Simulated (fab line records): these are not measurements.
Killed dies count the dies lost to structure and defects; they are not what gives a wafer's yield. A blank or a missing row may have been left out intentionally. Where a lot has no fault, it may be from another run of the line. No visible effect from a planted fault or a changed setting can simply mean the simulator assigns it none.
Which tool is to blame? / flow nand harc / Sampling: 13 lots, 39 wafers, 5 of 1159 route steps

## WHAT THE GAUGES SHOWED, per wafer
NHARC_P_BONDPAD_OVL_MEAS_38. Usual: overlay x nm 1 nm, standard deviation 7.5; overlay y nm -1 nm, standard deviation 4.3.
lot=L108; measured=day 6 09:36; on=overlay-01; overlay x nm (nm)=13 13 13; overlay y nm (nm)=1 1 1; flag=
lot=L109; measured=day 6 19:02; on=overlay-02; overlay x nm (nm)=9 9 9; overlay y nm (nm)=-7 -7 -7; flag=
lot=L110; measured=day 6 19:19; on=overlay-01; overlay x nm (nm)=1 1 2; overlay y nm (nm)=-2 -2 -2; flag=
lot=L114; measured=day 8 00:40; on=overlay-01; overlay x nm (nm)=-4 -4 -4; overlay y nm (nm)=5 4 4; flag=
lot=L116; measured=day 8 05:37; on=overlay-02; overlay x nm (nm)=3 3 3; overlay y nm (nm)=-3 -3 -3; flag=
lot=L122; measured=day 10 04:05; on=overlay-02; overlay x nm (nm)=1 1 1; overlay y nm (nm)=-9 -9 -10; flag=
lot=L123; measured=day 10 04:29; on=overlay-02; overlay x nm (nm)=-15 -15 -14; overlay y nm (nm)=0 1 1; flag=
lot=L125; measured=day 10 22:03; on=overlay-02; overlay x nm (nm)=-3 -3 -3; overlay y nm (nm)=3 4 3; flag=
lot=L127; measured=day 11 12:14; on=overlay-02; overlay x nm (nm)=7 6 7; overlay y nm (nm)=-2 -1 -1; flag=
lot=L126; measured=day 11 12:55; on=overlay-01; overlay x nm (nm)=-2 -2 -1; overlay y nm (nm)=-3 -3 -3; flag=
lot=L129; measured=day 11 14:25; on=overlay-01; overlay x nm (nm)=1 2 1; overlay y nm (nm)=7 7 6; flag=
lot=L130; measured=day 11 20:17; on=overlay-02; overlay x nm (nm)=-2 -3 -3; overlay y nm (nm)=0 -1 0; flag=
lot=L131; measured=day 12 04:28; on=overlay-01; overlay x nm (nm)=-3 -2 -3; overlay y nm (nm)=-3 -3 -3; flag=

NHARC_END_SORT_01. Usual: killed at array 27, standard deviation 12; killed at other 0.9, standard deviation 1.1; killed at periphery 3.2, standard deviation 2.4; killed dies 31, standard deviation 12; killed open 3.3, standard deviation 1.7; killed short 2.0, standard deviation 1.6.
lot=L122; measured=day 25 10:55; on=prober-01; killed at array=20 30 37; killed at other=3 2 0; killed at periphery=4 0 2; killed dies=27 32 39; killed open=2 2 0; killed short=1 2 1; flag=
lot=L125; measured=day 25 20:18; on=prober-01; killed at array=54 64 54; killed at other=1 0 0; killed at periphery=4 3 3; killed dies=59 67 57; killed open=3 2 3; killed short=5 3 2; flag=

## TOOL THAT RAN EACH LOT (tool first, then ch and the chambers of the sampled wafers, then the start)
lot=L108; NHARC_A_CHANNEL_HOLE_D1_SOFTBAKE_05=litho track-01 ch 0, day 8 08:00; NHARC_A_CHANNEL_HOLE_D1_DESCUM_15=rie diel-09 ch 0,1,3, day 8 09:06; NHARC_A_CHANNEL_HOLE_D1_ETCH_25=har etch-01 ch 0,1, day 8 13:11
lot=L109; NHARC_A_CHANNEL_HOLE_D1_SOFTBAKE_05=litho track-06 ch 0, day 8 14:00; NHARC_A_CHANNEL_HOLE_D1_DESCUM_15=rie diel-09 ch 0,3, day 8 15:14; NHARC_A_CHANNEL_HOLE_D1_ETCH_25=har etch-01 ch 0,1, day 8 20:03
lot=L110; NHARC_A_CHANNEL_HOLE_D1_SOFTBAKE_05=litho track-01 ch 0, day 8 14:00; NHARC_A_CHANNEL_HOLE_D1_DESCUM_15=rie diel-06 ch 1,3, day 8 15:05; NHARC_A_CHANNEL_HOLE_D1_ETCH_25=har etch-02 ch 0,1, day 8 19:20
lot=L114; NHARC_A_CHANNEL_HOLE_D1_SOFTBAKE_05=litho track-06 ch 0, day 10 02:00; NHARC_A_CHANNEL_HOLE_D1_DESCUM_15=rie diel-06 ch 0,1,3, day 10 02:59; NHARC_A_CHANNEL_HOLE_D1_ETCH_25=har etch-02 ch 1, day 10 07:03
lot=L116; NHARC_A_CHANNEL_HOLE_D1_SOFTBAKE_05=litho track-06 ch 0, day 10 01:00; NHARC_A_CHANNEL_HOLE_D1_DESCUM_15=rie diel-09 ch 1,2,3, day 10 02:31; NHARC_A_CHANNEL_HOLE_D1_ETCH_25=har etch-01 ch 0,1, day 10 06:52
lot=L122; NHARC_A_CHANNEL_HOLE_D1_SOFTBAKE_05=litho track-04 ch 0, day 11 23:00; NHARC_A_CHANNEL_HOLE_D1_DESCUM_15=rie diel-09 ch 0,1,3, day 12 00:11; NHARC_A_CHANNEL_HOLE_D1_ETCH_25=har etch-02 ch 0,1, day 12 04:16
lot=L123; NHARC_A_CHANNEL_HOLE_D1_SOFTBAKE_05=litho track-01 ch 0, day 12 01:00; NHARC_A_CHANNEL_HOLE_D1_DESCUM_15=rie diel-09 ch 1,3, day 12 01:49; NHARC_A_CHANNEL_HOLE_D1_ETCH_25=har etch-01 ch 0,1, day 12 05:54
lot=L125; NHARC_A_CHANNEL_HOLE_D1_SOFTBAKE_05=litho track-01 ch 0, day 12 15:00; NHARC_A_CHANNEL_HOLE_D1_DESCUM_15=rie diel-09 ch 1,2,3, day 12 16:22; NHARC_A_CHANNEL_HOLE_D1_ETCH_25=har etch-01 ch 0,1, day 12 20:45
lot=L127; NHARC_A_CHANNEL_HOLE_D1_SOFTBAKE_05=litho track-04 ch 0, day 13 07:00; NHARC_A_CHANNEL_HOLE_D1_DESCUM_15=rie diel-09 ch 0,1,2, day 13 07:55; NHARC_A_CHANNEL_HOLE_D1_ETCH_25=har etch-02 ch 0,1, day 13 12:26
lot=L126; NHARC_A_CHANNEL_HOLE_D1_SOFTBAKE_05=litho track-01 ch 0, day 13 07:00; NHARC_A_CHANNEL_HOLE_D1_DESCUM_15=rie diel-05 ch 1,2,3, day 13 07:46; NHARC_A_CHANNEL_HOLE_D1_ETCH_25=har etch-01 ch 0, day 13 11:50
lot=L129; NHARC_A_CHANNEL_HOLE_D1_SOFTBAKE_05=litho track-04 ch 0, day 13 10:00; NHARC_A_CHANNEL_HOLE_D1_DESCUM_15=rie diel-09 ch 1,2,3, day 13 11:16; NHARC_A_CHANNEL_HOLE_D1_ETCH_25=har etch-01 ch 0,1, day 13 16:00
lot=L130; NHARC_A_CHANNEL_HOLE_D1_SOFTBAKE_05=litho track-01 ch 0, day 13 17:00; NHARC_A_CHANNEL_HOLE_D1_DESCUM_15=rie diel-05 ch 0,3, day 13 17:33; NHARC_A_CHANNEL_HOLE_D1_ETCH_25=har etch-02 ch 0,1, day 13 22:08
lot=L131; NHARC_A_CHANNEL_HOLE_D1_SOFTBAKE_05=litho track-06 ch 0, day 14 03:00; NHARC_A_CHANNEL_HOLE_D1_DESCUM_15=rie diel-09 ch 0,1,2, day 14 04:23; NHARC_A_CHANNEL_HOLE_D1_ETCH_25=har etch-02 ch 0,1, day 14 12:53
- NHARC_A_CHANNEL_HOLE_D1_SOFTBAKE_05: time 55 s.
- NHARC_A_CHANNEL_HOLE_D1_DESCUM_15: chemistry O2, time 3 s.
- NHARC_A_CHANNEL_HOLE_D1_ETCH_25: etches the open film in C4F8/O2/Ar, time 1040.2 s, target depth 1500 nm.

## AS READ BY THE TOOLS THEMSELVES (means over the sampled wafers that have a number; for cases with no such wafer, the mark the record gives instead)
NHARC_A_CHANNEL_HOLE_D1_SOFTBAKE_05. Usual: chill plate temp C 22.99 C, standard deviation 0.11; heater power total W 188.44 W, standard deviation 0.14.
lot=L108; tool=litho track-01; chill plate temp C (C)=22.98; heater power total W (W)=188.47; flag=
lot=L109; tool=litho track-06; chill plate temp C (C)=22.91; heater power total W (W)=188.40; flag=
lot=L110; tool=litho track-01; chill plate temp C (C)=22.98; heater power total W (W)=188.47; flag=
lot=L114; tool=litho track-06; chill plate temp C (C)=23.08; heater power total W (W)=194.74; flag=OFF
lot=L116; tool=litho track-06; chill plate temp C (C)=22.96; heater power total W (W)=194.90; flag=OFF
lot=L122; tool=litho track-04; chill plate temp C (C)=22.92; heater power total W (W)=188.34; flag=
lot=L123; tool=litho track-01; chill plate temp C (C)=22.90; heater power total W (W)=188.41; flag=
lot=L125; tool=litho track-01; chill plate temp C (C)=22.98; heater power total W (W)=188.35; flag=
lot=L127; tool=litho track-04; chill plate temp C (C)=22.95; heater power total W (W)=188.37; flag=
lot=L126; tool=litho track-01; chill plate temp C (C)=22.97; heater power total W (W)=188.36; flag=
lot=L129; tool=litho track-04; chill plate temp C (C)=22.98; heater power total W (W)=188.47; flag=
lot=L130; tool=litho track-01; chill plate temp C (C)=23.13; heater power total W (W)=188.42; flag=
lot=L131; tool=litho track-06; chill plate temp C (C)=22.99; heater power total W (W)=188.58; flag=

NHARC_A_CHANNEL_HOLE_D1_DESCUM_15. Usual: drypump motor current A 5.9 A, standard deviation 0.5; oes product au 0.995 a.u., standard deviation 0.013; rf vpp V 58.0 V, standard deviation 0.83; showerhead plenum p Torr 1.96 Torr, standard deviation 0.08; throttle valve pct 11.311 %, standard deviation 0.0091.
lot=L108; tool=rie diel-09; drypump motor current A (A)=5.8; oes product au (a.u.)=0.990; rf vpp V (V)=58.1; showerhead plenum p Torr (Torr)=2.00; throttle valve pct (%)=11.308; flag=
lot=L109; tool=rie diel-09; drypump motor current A (A)=5.4; oes product au (a.u.)=0.985; rf vpp V (V)=58.8; showerhead plenum p Torr (Torr)=2.01; throttle valve pct (%)=11.313; flag=
lot=L110; tool=rie diel-06; drypump motor current A (A)=6.0; oes product au (a.u.)=0.986; rf vpp V (V)=57.8; showerhead plenum p Torr (Torr)=1.78; throttle valve pct (%)=11.312; flag=
lot=L114; tool=rie diel-06; drypump motor current A (A)=6.1; oes product au (a.u.)=0.984; rf vpp V (V)=57.4; showerhead plenum p Torr (Torr)=1.84; throttle valve pct (%)=11.309; flag=
lot=L116; tool=rie diel-09; drypump motor current A (A)=6.1; oes product au (a.u.)=0.993; rf vpp V (V)=57.8; showerhead plenum p Torr (Torr)=2.01; throttle valve pct (%)=11.314; flag=
lot=L122; tool=rie diel-09; drypump motor current A (A)=5.8; oes product au (a.u.)=0.988; rf vpp V (V)=58.3; showerhead plenum p Torr (Torr)=2.00; throttle valve pct (%)=11.313; flag=
lot=L123; tool=rie diel-09; drypump motor current A (A)=6.2; oes product au (a.u.)=1.006; rf vpp V (V)=58.0; showerhead plenum p Torr (Torr)=1.99; throttle valve pct (%)=11.312; flag=
lot=L125; tool=rie diel-09; drypump motor current A (A)=6.1; oes product au (a.u.)=0.985; rf vpp V (V)=58.0; showerhead plenum p Torr (Torr)=2.01; throttle valve pct (%)=11.301; flag=
lot=L127; tool=rie diel-09; drypump motor current A (A)=6.0; oes product au (a.u.)=0.980; rf vpp V (V)=57.7; showerhead plenum p Torr (Torr)=2.00; throttle valve pct (%)=11.303; flag=
lot=L126; tool=rie diel-05; drypump motor current A (A)=5.9; oes product au (a.u.)=1.009; rf vpp V (V)=58.9; showerhead plenum p Torr (Torr)=2.00; throttle valve pct (%)=11.309; flag=
lot=L129; tool=rie diel-09; drypump motor current A (A)=6.1; oes product au (a.u.)=0.991; rf vpp V (V)=58.2; showerhead plenum p Torr (Torr)=2.01; throttle valve pct (%)=11.313; flag=
lot=L130; tool=rie diel-05; drypump motor current A (A)=5.2; oes product au (a.u.)=1.010; rf vpp V (V)=59.1; showerhead plenum p Torr (Torr)=1.94; throttle valve pct (%)=11.308; flag=
lot=L131; tool=rie diel-09; drypump motor current A (A)=6.0; oes product au (a.u.)=0.985; rf vpp V (V)=58.2; showerhead plenum p Torr (Torr)=2.00; throttle valve pct (%)=11.303; flag=

NHARC_A_CHANNEL_HOLE_D1_ETCH_25. Usual: drypump motor current A 5.8 A, standard deviation 0.47; showerhead plenum p Torr 3.73 Torr, standard deviation 0.14; throttle valve pct 32.235 %, standard deviation 0.0091.
lot=L108; tool=har etch-01; drypump motor current A (A)=5.5; showerhead plenum p Torr (Torr)=3.79; throttle valve pct (%)=32.241; flag=
lot=L109; tool=har etch-01; drypump motor current A (A)=5.5; showerhead plenum p Torr (Torr)=3.79; throttle valve pct (%)=32.231; flag=
lot=L110; tool=har etch-02; drypump motor current A (A)=6.3; showerhead plenum p Torr (Torr)=3.75; throttle valve pct (%)=32.232; flag=
lot=L114; tool=har etch-02; drypump motor current A (A)=6.7; showerhead plenum p Torr (Torr)=3.86; throttle valve pct (%)=32.231; flag=
lot=L116; tool=har etch-01; drypump motor current A (A)=5.5; showerhead plenum p Torr (Torr)=3.78; throttle valve pct (%)=32.240; flag=
lot=L122; tool=har etch-02; drypump motor current A (A)=6.0; showerhead plenum p Torr (Torr)=3.62; throttle valve pct (%)=32.238; flag=
lot=L123; tool=har etch-01; drypump motor current A (A)=5.5; showerhead plenum p Torr (Torr)=3.77; throttle valve pct (%)=32.244; flag=
lot=L125; tool=har etch-01; drypump motor current A (A)=5.5; showerhead plenum p Torr (Torr)=3.76; throttle valve pct (%)=32.238; flag=
lot=L127; tool=har etch-02; drypump motor current A (A)=6.3; showerhead plenum p Torr (Torr)=3.72; throttle valve pct (%)=32.225; flag=
lot=L126; tool=har etch-01; drypump motor current A (A)=5.5; showerhead plenum p Torr (Torr)=3.74; throttle valve pct (%)=32.234; flag=
lot=L129; tool=har etch-01; drypump motor current A (A)=5.5; showerhead plenum p Torr (Torr)=3.76; throttle valve pct (%)=32.240; flag=
lot=L130; tool=har etch-02; drypump motor current A (A)=6.4; showerhead plenum p Torr (Torr)=3.72; throttle valve pct (%)=32.239; flag=
lot=L131; tool=har etch-02; drypump motor current A (A)=6.3; showerhead plenum p Torr (Torr)=3.71; throttle valve pct (%)=32.238; flag=

## THE ANSWER, worked out from the rows above alone
Rule: a lot counts as off when the mean over its wafers that have a number is more than 3 standard deviations away from the usual mean. A lot without any number at a reading at which 4 lots or more have one is off too. Where the step has rows for the other lots, those lots are counted as sound. Order of review: gauges by route order, followed by the tools' own readings, for which a lot's mean as printed above is used. The first step at which some lot is off is used, and at that step the reading that is off furthest; a lot without a number counts as furthest.
Off: L114, L116 (NHARC_A_CHANNEL_HOLE_D1_SOFTBAKE_05, heater power total W).
If a tool, at that step or one of the process steps before it, ran each lot that is off and ran no sound lot following the first of them, it fits. None of those tried fits.

## WHAT THE SIMULATOR HAD PUT IN
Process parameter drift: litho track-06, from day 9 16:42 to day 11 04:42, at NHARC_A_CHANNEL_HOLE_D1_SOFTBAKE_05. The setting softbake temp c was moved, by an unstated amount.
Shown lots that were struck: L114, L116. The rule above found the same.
